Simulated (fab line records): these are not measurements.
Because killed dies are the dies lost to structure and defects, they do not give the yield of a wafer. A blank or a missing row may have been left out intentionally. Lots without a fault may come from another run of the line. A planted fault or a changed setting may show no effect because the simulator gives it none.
What tool caused it? ; flow nand_harc ; Sampling: 11 lots, 33 wafers, 3 of 1159 route steps

## WHAT EACH GAUGE READ, for each wafer
NHARC_P_CONTACT_CD_MEAS_12 targets a cd of 90 nm.
lot;measured;on;cd_nm (nm)
L497;day 5 14:16;cd_sem-01;90.1 89.3 89.7
L498;day 6 00:45;cd_sem-03;90.7 90.4 90.9
L499;day 6 02:57;cd_sem-02;90.9 90.8 89.7
L505;day 7 11:32;cd_sem-01;89.7 89.7 90.1
L506;day 8 01:28;cd_sem-03;93.7 94.7 93.1 93.6 95.2 93.4
L508;day 8 09:23;cd_sem-03;89.0 89.6 89.7
L507;day 8 10:11;cd_sem-01;95.0 94.6 94.2 94.9 94.5 94.4
L516;day 10 07:47;cd_sem-01;90.5 89.9 90.5
L518;day 10 23:22;cd_sem-02;89.8 89.3 89.6
L519;day 11 05:12;cd_sem-01;89.5 90.3 89.3
L520;day 11 11:05;cd_sem-02;89.4 89.6 90.4

## TOOL THAT RAN EACH LOT (tool first, then ch and the chambers of the sampled wafers, then the start)
lot;NHARC_P_CONTACT_DEP_00;NHARC_P_CONTACT_PEB_10
L497;pecvd-04 ch 1,2, day 5 14:11 or earlier;litho_track-06 ch 0, day 5 14:11
L498;pecvd-04 ch 0,1,2, day 6 00:40 or earlier;litho_track-01 ch 0, day 6 00:40
L499;pecvd-02 ch 0,1,2, day 6 02:52 or earlier;litho_track-01 ch 0, day 6 02:52
L505;pecvd-04 ch 0,2, day 7 11:27 or earlier;litho_track-01 ch 0, day 7 11:27
L506;pecvd-03 ch 0,1,2, day 8 01:23 or earlier;litho_track-01 ch 0, day 8 01:23
L508;pecvd-03 ch 0,2, day 8 09:18 or earlier;litho_track-04 ch 0, day 8 09:18
L507;pecvd-02 ch 0,1, day 8 10:06 or earlier;litho_track-01 ch 0, day 8 10:06
L516;pecvd-02 ch 1,2, day 10 07:43 or earlier;litho_track-06 ch 0, day 10 07:43
L518;pecvd-03 ch 0,1,2, day 10 23:17 or earlier;litho_track-04 ch 0, day 10 23:17
L519;pecvd-03 ch 1,2, day 11 05:07 or earlier;litho_track-04 ch 0, day 11 05:07
L520;pecvd-04 ch 0,2, day 11 11:01 or earlier;litho_track-01 ch 0, day 11 11:01
- NHARC_P_CONTACT_DEP_00: deposits SiO2, target thk 500 nm.
- NHARC_P_CONTACT_PEB_10: peb time 65 s.

## THE ANSWER, worked out from the rows above alone
Rule: what is usual is taken from the lots themselves. Put in order of their means at a reading, lots are off if they are a third of the lots or fewer, leave a main group of 4 or more, and stand apart from it by a gap of 3 or more times the standard deviation of the main group's means; of several such gaps the widest counts. A main group whose means are all the same, to the digits that the tables above print for the reading, isn't used. A lot without any number at a reading at which 4 lots or more have one is off too. The other lots that the step has rows for count as sound.
Off, at NHARC_P_CONTACT_CD_MEAS_12 on cd_nm: L506, L507. The main group has a mean of 89.9 nm with a standard deviation of 0.41.
A tool fits if, at a process step before that reading, it ran every lot that is off, and no sound lot after the first of them. Gauges at NHARC_P_CONTACT_CD_MEAS_12: tried the same way as those tools. Because NHARC_P_CONTACT_DEP_00 lacks a start for some lots, the hours and order of its lots are taken from NHARC_P_CONTACT_PEB_10. Of those tried, none fits.

## WHAT HAD BEEN PUT IN BY THE SIMULATOR
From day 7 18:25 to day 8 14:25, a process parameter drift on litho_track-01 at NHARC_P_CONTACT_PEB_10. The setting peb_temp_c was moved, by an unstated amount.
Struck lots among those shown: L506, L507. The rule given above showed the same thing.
